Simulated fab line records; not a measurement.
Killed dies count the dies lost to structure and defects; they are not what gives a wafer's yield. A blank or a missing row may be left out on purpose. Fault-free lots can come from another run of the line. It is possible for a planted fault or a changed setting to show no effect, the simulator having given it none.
Matching of chambers :: flow nand harc :: cmp-01 running NHARC_A_BONDPAD_CMP_19: 4 sister chambers
The step polishes, t overpolish 30 s, cu recess touch 16 s, target thk 169.82 nm. 4 wafers are shown with their chamber, then 8 later ones without.

WAFERS, EACH WITH ITS CHAMBER
wafer: L078.6
chamber: 2
motor current A (A): 10.3

wafer: L083.1
chamber: 1
motor current A (A): 11.6

wafer: L088.6
chamber: 0
motor current A (A): 12.1

wafer: L091.1
chamber: 3
motor current A (A): 12.0

WAFERS MISSING THEIR CHAMBER
wafer: L091.3
motor current A (A): 11.8

wafer: L091.5
motor current A (A): 12.1

wafer: L090.1
motor current A (A): 11.7

wafer: L090.2
motor current A (A): 11.3

wafer: L090.6
motor current A (A): 11.5

wafer: L095.1
motor current A (A): 12.2

wafer: L095.3
motor current A (A): 11.6

wafer: L095.6
motor current A (A): 11.5

THE CHAMBER EACH PASSED THROUGH
wafer: L091.3
from the rows above: can't be placed: 3 or 1 or 0
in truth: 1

wafer: L091.5
from the rows above: can't be placed: 0 or 3
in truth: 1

wafer: L090.1
from the rows above: can't be placed: 1 or 3
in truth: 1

wafer: L090.2
from the rows above: 1
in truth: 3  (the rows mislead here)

wafer: L090.6
from the rows above: 1
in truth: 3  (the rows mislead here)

wafer: L095.1
from the rows above: can't be placed: 0 or 3
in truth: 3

wafer: L095.3
from the rows above: 1
in truth: 1

wafer: L095.6
from the rows above: 1
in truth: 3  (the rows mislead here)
Correct placement for 1 of the 8. These rows do not allow placing 4 (true chamber among the candidates in 3). Number placed wrongly: 3.
How it was worked out, from the rows above alone: a wafer's distance from a chamber is the root of the sum, over the readings, of the square of ((its reading less the chamber's mean) divided by the reading's scatter). The wafer belongs to the nearest chamber; if the next one is less than 2 further off, it can't be placed. A chamber's mean is the mean of its shown wafers. The scatter (one wafer shown for each chamber): square how far every hidden wafer sits from the nearest shown wafer, average those squares and take the square root.
